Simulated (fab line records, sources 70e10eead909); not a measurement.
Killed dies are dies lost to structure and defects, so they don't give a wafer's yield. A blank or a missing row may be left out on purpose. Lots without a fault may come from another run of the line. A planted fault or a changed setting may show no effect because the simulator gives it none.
Chamber matching | flow nand_harc | NHARC_P_M1_CMP_23 on cmp-04: 4 sister chambers
The step polishes, t overpolish 20 s, target thk 157.82 nm. 4 wafers are shown with their chamber, then 8 later ones without.

WAFERS WITH THEIR CHAMBER
wafer  | chamber | motor_current_A (A)
L084.3 | 2       | 12.5
L084.4 | 1       | 11.2
L084.5 | 0       | 10.6
L087.2 | 3       | 12.0

WAFERS WITHOUT THEIR CHAMBER
wafer  | motor_current_A (A)
L087.3 | 11.6
L087.4 | 12.9
L093.1 | 10.4
L093.2 | 12.9
L093.4 | 11.5
L095.3 | 11.8
L095.4 | 11.8
L095.6 | 11.5

WHICH CHAMBER EACH WENT THROUGH
wafer  | from the rows above               | in truth
L087.3 | can't be placed: 1 or 3 or 2 or 0 | 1
L087.4 | can't be placed: 2 or 3           | 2
L093.1 | can't be placed: 0 or 1           | 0
L093.2 | can't be placed: 2 or 3           | 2
L093.4 | can't be placed: 1 or 3 or 0      | 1
L095.3 | can't be placed: 3 or 1 or 2      | 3
L095.4 | can't be placed: 3 or 1 or 2      | 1
L095.6 | can't be placed: 1 or 3 or 0      | 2
Placed correctly: 0 of 8. Can't be placed from these rows: 8 (the true chamber is among the candidates in 7). Placed wrongly: 0.
How it was worked out, from the rows above alone: a wafer's distance from a chamber is the root of the sum, over the readings, of the square of ((its reading less the chamber's mean) divided by the reading's scatter). The wafer belongs to the nearest chamber; if the next one is less than 2 further off, it can't be placed. A chamber's mean is the mean of its shown wafers. The scatter: with one shown wafer a chamber, the root of the mean of the squares of how far each hidden wafer lies from its nearest shown one.
